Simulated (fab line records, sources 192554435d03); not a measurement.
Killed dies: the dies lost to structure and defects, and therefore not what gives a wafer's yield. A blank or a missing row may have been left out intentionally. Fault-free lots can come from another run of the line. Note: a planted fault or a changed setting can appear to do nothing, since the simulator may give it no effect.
fab line records ; flow n5-finfet ; part 2 of 2: steps 5 to 6 of 6
record: lots: 24; wafers: 72; last-day: 18
route steps=1938 shown STI_FIN_REVEAL@188 DUMMY_GATE@240
lots that met no fault: taken from a fault-free run of the same line
start-h: the number of hours between the record's first day and the start of the first shown wafer of the lot ; wait-h: how many hours have passed since the lot's step before this one ; " same as the row above ; L1.1+2: one row covering several wafers at once ; - no value, or no start given ; * or withheld: withheld ; < > ~ a bound
route shown NAME@n: a module of which the file shows steps, and the number in the route of the first ; usual: mean/standard deviation of fault-free wafers ; same: alike in all rows ; chamber/n: place in a boat ; sites: the reading at each site ; _std_site: how widely they spread, as a standard deviation ; _edge_site: inner sites' mean taken away from outer sites' mean ; radius-mm: how far each site lies from the wafer's centre ; mask NAME#n: copy n ; behind: the last tool/chamber to shape the wafer ; hold: reason for holding the lot/hours on hold/outcome of the hold ; device: names the non-switching transistor (n, p or np) ; end of line: tests of these same wafers at the route's end ; a step with no rows: only its recipe ; killed: count of dies lost to structure and defects at first sort (not the wafer's yield) ; map: per-die view of a wafer (x killed, . not killed, _ where there is no die)
set.NAME: the setting that was run; set.NAME@STEP: the one run at that earlier step ; model.NAME: the simulator's own value behind a step, which no gauge read
one table for each step of the route and one row for each wafer, over a sample of lots
services: a tool's chamber out of use, with start hour (start-h, from the record's first day; less than 0 if before it), hours out, and reason
== steps ==
step: N5_DUMMY_GATE_ETCH_31
recipe: chemistry: C4F6/O2; target: SiO2; mask-material: SOC; target-depth-a: 825; time-s: 27.5; ion-energy-ev: 250; pressure-mtorr: 30; source-w: 345; bias-w: 185; Ar_flow_sccm: 300; C4F6_flow_sccm: 10; O2_flow_sccm: 10
usual: drypump-motor-current-A: 5.9/0.33; oes-product-au: 0.77/0.087; rf-vpp-V: 656/16; showerhead-plenum-p-Torr: 2.81/0.085; throttle-valve-pct: 21.23/0.2
lot.wafer;tool;chamber;start-h;wait-h;drypump-motor-current-A;oes-product-au;rf-hours-counter-h;rf-vpp-V;showerhead-plenum-p-Torr;throttle-valve-pct
L074.1;rie-diel-03;1;45.92;0.0;5.6;0.77;147;654;2.73;21.39
L074.2;rie-diel-03;3;45.92;0.0;5.5;0.72;197;648;2.74;21.10
L074.3;rie-diel-03;2;45.92;0.0;6.5;0.70;209;649;2.83;21.01
L075.1;rie-diel-06;1;54.96;0.2;6.2;0.67;246;657;2.82;21.69
L075.4;rie-diel-06;2;54.96;0.2;5.9;0.70;208;688;2.92;21.08
L075.6;rie-diel-06;3;54.96;0.2;6.0;0.82;-;635;2.80;21.35
L076.3;rie-diel-06;3;58.52;0.0;6.0;0.81;89;635;2.80;21.36
L076.4;rie-diel-06;2;58.52;0.0;5.9;0.70;209;686;2.92;21.09
L076.5;rie-diel-06;3;58.52;0.0;6.0;0.81;-;634;2.80;21.38
L077.4;rie-diel-06;2;66.78;0.0;5.9;0.69;211;686;2.92;21.13
L077.5;rie-diel-06;3;66.78;0.0;6.0;0.79;-;636;2.80;21.37
L077.6;rie-diel-06;2;66.78;0.0;5.9;0.69;-;686;2.92;21.10
L078.2;rie-diel-03;2;72.36;0.1;6.6;0.69;220;648;2.82;21.04
L078.4;rie-diel-03;1;72.36;0.1;5.6;0.77;158;652;2.73;21.40
L078.5;rie-diel-03;2;72.36;0.1;6.6;0.70;-;648;2.82;21.03
L079.1;rie-diel-03;2;78.27;0.0;6.6;0.70;222;647;2.82;21.04
L079.2;rie-diel-03;3;78.27;0.0;5.5;0.70;210;648;2.73;21.11
L079.3;rie-diel-03;1;78.27;0.0;5.6;0.76;160;651;2.73;21.39
L080.2;rie-diel-03;0;84.73;0.0;5.8;0.97;5;648;2.89;21.17
L080.4;rie-diel-03;2;84.73;0.0;6.5;0.71;223;649;2.82;21.04
L080.5;rie-diel-03;0;84.73;0.0;5.9;0.97;-;648;2.89;21.19
L081.2;rie-diel-04;0;89.22;0.0;5.4;0.78;135;659;2.73;20.84
L081.3;rie-diel-04;3;89.22;0.0;5.6;0.81;89;653;2.67;20.91
L081.5;rie-diel-04;0;89.22;0.0;5.4;0.78;-;659;2.73;20.85
L082.1;rie-diel-03;2;96.86;0.0;6.5;0.69;228;647;2.82;21.01
L082.4;rie-diel-03;2;96.86;0.0;6.5;0.69;-;646;2.82;21.04
L082.6;rie-diel-03;1;96.86;0.0;5.6;0.75;-;654;2.73;21.41
L083.1;rie-diel-06;1;101.64;0.2;6.2;0.96;4;656;2.82;21.33
L083.3;rie-diel-06;0;101.64;0.2;5.5;0.70;207;656;2.73;21.32
L083.4;rie-diel-06;3;101.64;0.2;6.0;0.80;102;634;2.79;21.39
L084.1;rie-diel-06;3;108.64;0.0;6.0;0.81;104;636;2.79;21.39
L084.4;rie-diel-06;2;108.64;0.0;5.9;0.69;222;685;2.92;21.11
L084.6;rie-diel-06;0;108.64;0.0;5.5;0.71;-;655;2.73;21.30
L085.1;rie-diel-04;0;113.08;0.0;5.4;0.77;143;658;2.73;20.86
L085.2;rie-diel-04;2;113.08;0.0;6.1;0.70;227;706;2.97;21.65
L085.3;rie-diel-04;3;113.08;0.0;5.6;0.80;97;654;2.67;20.92
L086.3;rie-diel-03;0;120.56;0.0;5.9;0.92;16;647;2.88;21.20
L086.4;rie-diel-03;2;120.56;0.0;6.6;0.69;234;646;2.82;21.04
L086.6;rie-diel-03;0;120.56;0.0;5.9;0.93;-;649;2.88;21.19
L087.2;rie-diel-03;3;126.85;0.0;5.5;0.70;221;648;2.73;21.09
L087.3;rie-diel-03;1;126.85;0.0;5.6;0.75;174;653;2.72;21.43
L087.4;rie-diel-03;0;126.85;0.0;5.8;0.92;18;647;2.88;21.20
L088.3;rie-diel-03;0;136.66;0.0;5.8;0.91;20;647;2.88;21.20
L088.4;rie-diel-03;1;136.66;0.0;5.6;0.75;177;652;2.72;21.40
L088.5;rie-diel-03;1;136.66;0.0;5.6;0.74;-;651;2.72;21.42
L089.2;rie-diel-03;0;137.94;0.1;5.8;0.91;21;649;2.88;21.20
L089.4;rie-diel-03;2;137.94;0.1;6.6;0.68;239;648;2.81;21.03
L089.5;rie-diel-03;3;137.94;0.1;5.5;0.69;-;648;2.73;21.13
L090.1;rie-diel-04;1;144.69;0.0;6.2;0.73;156;667;2.96;21.00
L090.2;rie-diel-04;2;144.69;0.0;6.0;0.70;237;705;2.96;21.69
L090.3;rie-diel-04;3;144.69;0.0;5.7;0.80;103;652;2.66;20.94
L091.1;rie-diel-06;0;154.19;0.2;5.5;0.69;222;655;2.72;21.34
L091.5;rie-diel-06;0;154.19;0.2;5.5;0.70;-;654;2.72;21.34
L091.6;rie-diel-06;3;154.19;0.2;6.0;0.78;-;635;2.79;21.40
L092.1;rie-diel-06;0;155.14;0.0;5.5;0.69;223;655;2.72;21.34
L092.3;rie-diel-06;2;155.14;0.0;5.9;0.67;238;686;2.91;21.13
L092.4;rie-diel-06;3;155.14;0.0;6.0;0.78;119;633;2.79;21.41
L093.2;rie-diel-03;0;161.43;0.0;5.8;0.91;27;647;2.88;21.20
L093.4;rie-diel-03;3;161.43;0.0;5.5;0.70;230;649;2.72;21.13
L093.6;rie-diel-03;0;161.43;0.0;5.8;0.91;-;647;2.88;21.23
L094.2;rie-diel-06;0;168.37;0.0;5.4;0.70;226;655;2.72;21.36
L094.3;rie-diel-06;2;168.37;0.0;5.9;0.67;241;685;2.91;21.16
L094.5;rie-diel-06;3;168.37;0.0;6.0;0.78;-;637;2.79;21.41
L095.1;rie-diel-06;1;171.94;0.0;6.2;0.90;23;656;2.81;21.32
L095.4;rie-diel-06;2;171.94;0.0;5.9;0.68;242;686;2.91;21.15
L095.6;rie-diel-06;3;171.94;0.0;6.0;0.78;-;633;2.78;21.40
L096.1;rie-diel-04;0;184.91;0.2;5.4;0.75;167;658;2.72;20.89
L096.4;rie-diel-04;2;184.91;0.2;6.1;0.69;248;704;2.96;21.69
L096.6;rie-diel-04;2;184.91;0.2;6.1;0.69;-;706;2.96;21.69
L097.2;rie-diel-03;1;189.69;0.0;5.6;0.74;193;651;2.71;21.46
L097.5;rie-diel-03;0;189.69;0.0;5.8;0.88;-;647;2.88;21.22
L097.6;rie-diel-03;1;189.69;0.0;5.6;0.75;-;650;2.71;21.46
step: N5_DUMMY_GATE_STRIP_48
recipe: chemistry: N2/H2; time-s: 20; power-w: 100; temp-c: 40; pressure-mtorr: 100; rf-frequency-hz: 6e+07; bias-power-w: 3; n2-flow-sccm: 300; h2-flow-sccm: 300
usual: drypump-motor-current-A: 5.85/0.29; oes-product-au: 0.76/0.079; rf-vpp-V: 45.2/0.91; showerhead-plenum-p-Torr: 3.30/0.12; throttle-valve-pct: 12.19/0.2
lot.wafer;tool;chamber;start-h;wait-h;drypump-motor-current-A;oes-product-au;rf-hours-counter-h;rf-vpp-V;showerhead-plenum-p-Torr;throttle-valve-pct
L074.1;rie-diel-06;3;46.46;0.0;5.96;0.82;85;45.6;3.26;12.04
L074.2;rie-diel-06;0;46.46;0.0;5.49;0.71;190;44.7;3.20;12.30
L074.3;rie-diel-06;2;46.46;0.0;5.89;0.70;205;45.6;3.49;12.29
L075.1;rie-diel-04;2;55.50;0.0;6.08;0.72;208;45.0;3.48;12.41
L075.4;rie-diel-04;1;55.50;0.0;6.18;0.77;126;46.1;3.49;11.91
L075.6;rie-diel-04;3;55.50;0.0;5.61;0.83;-;44.0;3.14;11.77
L076.3;rie-diel-06;2;59.07;0.0;5.90;0.71;209;45.8;3.49;12.29
L076.4;rie-diel-06;1;59.07;0.0;6.20;0.68;246;45.4;3.33;12.70
L076.5;rie-diel-06;0;59.07;0.0;5.46;0.70;-;46.0;3.20;12.33
L077.4;rie-diel-04;2;67.35;0.0;6.06;0.73;-;46.4;3.47;12.41
L077.5;rie-diel-04;3;67.35;0.0;5.66;0.82;-;44.6;3.14;11.78
L077.6;rie-diel-04;1;67.35;0.0;6.19;0.78;-;46.8;3.48;11.94
L078.2;rie-diel-04;2;73.02;0.0;6.05;0.72;213;43.2;3.47;12.44
L078.4;rie-diel-04;1;73.02;0.0;6.16;0.78;-;44.0;3.48;11.93
L078.5;rie-diel-04;2;73.02;0.0;6.07;0.73;-;45.8;3.47;12.42
L079.1;rie-diel-06;2;78.81;0.0;5.87;0.70;215;44.3;3.48;12.33
L079.2;rie-diel-06;0;78.81;0.0;5.45;0.70;201;43.8;3.20;12.35
L079.3;rie-diel-06;3;78.81;0.0;5.99;0.81;96;45.1;3.25;12.05
L080.2;rie-diel-06;2;85.27;0.0;5.89;0.69;217;45.9;3.48;12.34
L080.4;rie-diel-06;3;85.27;0.0;6.02;0.80;-;46.1;3.25;12.06
L080.5;rie-diel-06;2;85.27;0.0;5.88;0.69;-;44.2;3.48;12.34
L081.2;rie-diel-03;0;89.77;0.0;5.86;0.95;7;46.0;3.44;12.16
L081.3;rie-diel-03;1;89.77;0.0;5.63;0.75;163;45.0;3.23;12.36
L081.5;rie-diel-03;3;89.77;0.0;5.51;0.71;-;45.8;3.21;12.18
L082.1;rie-diel-06;3;97.40;0.0;5.96;0.82;101;45.6;3.25;12.07
L082.4;rie-diel-06;1;97.40;0.0;6.21;0.99;2;45.2;3.32;12.08
L082.6;rie-diel-06;3;97.40;0.0;5.95;0.81;-;45.3;3.25;12.07
L083.1;rie-diel-06;3;102.20;0.0;6.05;0.80;102;46.3;3.25;12.09
L083.3;rie-diel-06;1;102.20;0.0;6.22;0.97;4;46.9;3.32;12.09
L083.4;rie-diel-06;2;102.20;0.0;5.89;0.69;221;45.7;3.48;12.34
L084.1;rie-diel-04;2;109.18;0.0;6.07;0.72;225;45.3;3.47;12.46
L084.4;rie-diel-04;0;109.18;0.0;5.45;0.78;142;46.3;3.23;12.01
L084.6;rie-diel-04;0;109.18;0.0;5.45;0.78;-;44.5;3.23;12.02
L085.1;rie-diel-06;3;113.62;0.0;5.97;0.79;106;44.2;3.25;12.08
L085.2;rie-diel-06;2;113.62;0.0;5.89;0.69;225;44.8;3.48;12.36
L085.3;rie-diel-06;0;113.62;0.0;5.47;0.69;211;44.1;3.19;12.38
L086.3;rie-diel-03;1;121.10;0.0;5.55;0.74;172;45.4;3.22;12.39
L086.4;rie-diel-03;2;121.10;0.0;6.58;0.69;234;43.0;3.30;12.09
L086.6;rie-diel-03;3;121.10;0.0;5.52;0.72;-;46.0;3.20;12.21
L087.2;rie-diel-04;3;127.54;0.0;5.64;0.80;99;43.9;3.13;11.82
L087.3;rie-diel-04;2;127.54;0.0;6.10;0.71;233;44.5;3.46;12.48
L087.4;rie-diel-04;1;127.54;0.0;6.19;0.75;151;44.8;3.47;11.98
L088.3;rie-diel-06;2;137.30;0.0;5.87;0.68;232;44.8;3.47;12.36
L088.4;rie-diel-06;1;137.30;0.0;6.22;0.95;14;45.9;3.32;12.10
L088.5;rie-diel-06;0;137.30;0.0;5.46;0.69;-;43.8;3.19;12.39
L089.2;rie-diel-06;1;138.48;0.0;6.23;0.95;14;45.5;3.32;12.09
L089.4;rie-diel-06;3;138.48;0.0;5.96;0.79;113;45.7;3.24;12.10
L089.5;rie-diel-06;3;138.48;0.0;5.98;0.79;-;46.4;3.24;12.10
L090.1;rie-diel-06;3;145.34;0.0;5.99;0.79;115;44.6;3.24;12.10
L090.2;rie-diel-06;1;145.34;0.0;6.25;0.94;16;44.9;3.32;12.10
L090.3;rie-diel-06;0;145.34;0.0;5.47;0.69;220;45.6;3.19;12.39
L091.1;rie-diel-04;1;154.74;0.0;6.19;0.74;159;47.4;3.47;11.98
L091.5;rie-diel-04;3;154.74;0.0;5.64;0.79;-;46.0;3.13;11.86
L091.6;rie-diel-04;0;154.74;0.0;5.45;0.75;-;45.5;3.22;12.04
L092.1;rie-diel-06;0;155.69;0.0;5.47;0.69;223;46.0;3.19;12.40
L092.3;rie-diel-06;3;155.69;0.0;5.99;0.79;119;45.0;3.24;12.11
L092.4;rie-diel-06;2;155.69;0.0;5.88;0.68;238;46.7;3.47;12.39
L093.2;rie-diel-03;3;162.10;0.0;5.50;0.71;231;45.3;3.20;12.23
L093.4;rie-diel-03;0;162.10;0.0;5.84;0.90;28;44.6;3.43;12.21
L093.6;rie-diel-03;0;162.10;0.0;5.84;0.89;-;43.8;3.43;12.21
L094.2;rie-diel-04;1;168.91;0.0;6.20;0.74;164;45.0;3.47;12.00
L094.3;rie-diel-04;3;168.91;0.0;5.61;0.80;110;45.8;3.13;11.85
L094.5;rie-diel-04;2;168.91;0.0;6.06;0.70;-;45.6;3.46;12.50
L095.1;rie-diel-06;0;172.49;0.0;5.48;0.70;227;44.5;3.19;12.42
L095.4;rie-diel-06;3;172.49;0.0;6.02;0.78;123;43.8;3.24;12.14
L095.6;rie-diel-06;3;172.49;0.0;6.01;0.79;-;45.6;3.24;12.13
L096.1;rie-diel-03;0;185.45;0.0;5.82;0.88;34;46.5;3.43;12.22
L096.4;rie-diel-03;0;185.45;0.0;5.81;0.88;-;45.2;3.43;12.23
L096.6;rie-diel-03;1;185.45;0.0;5.62;0.73;-;45.0;3.21;12.43
L097.2;rie-diel-06;1;190.23;0.0;6.26;0.91;29;46.5;3.31;12.15
L097.5;rie-diel-06;0;190.23;0.0;5.48;0.69;-;45.5;3.18;12.42
L097.6;rie-diel-06;1;190.23;0.0;6.22;0.91;-;43.8;3.31;12.12
== services ==
tool;chamber;start-h;hours;kind
rie-si-03;1;17.25;1.0;repair
rtp-anneal-02;-;38.06;4.6;pm
rie-si-02;2;57.92;4.5;repair
rie-si-06;3;58.54;10.9;repair
rie-si-02;0;63.29;2.6;repair
rie-diel-04;0;66.29;10.2;repair
rie-diel-06;1;72.52;-;clean
rie-diel-06;1;72.52;-;consumable-replace:focus-ring
rie-diel-06;1;72.52;16.0;scheduled-down
rie-diel-06;1;72.52;16.0;vent-cycle
rie-si-02;-;87.36;2.8;pm
rie-diel-04;2;90.08;1.8;repair
rie-si-05;3;92.08;9.7;repair
rie-diel-03;3;92.22;7.2;repair
rie-si-03;-;113.13;0.3;repair
rie-si-04;-;117.87;0.1;repair
rie-si-06;0;121.63;1.3;repair
rie-si-01;-;125.04;0.4;repair
rie-diel-04;-;136.74;2.8;pm
rie-diel-04;2;157.46;2.1;repair
rie-si-05;0;161.35;3.6;repair
rie-si-04;2;165.82;3.8;repair
rie-si-06;0;169.02;5.9;repair
rie-diel-06;2;178.37;10.6;repair
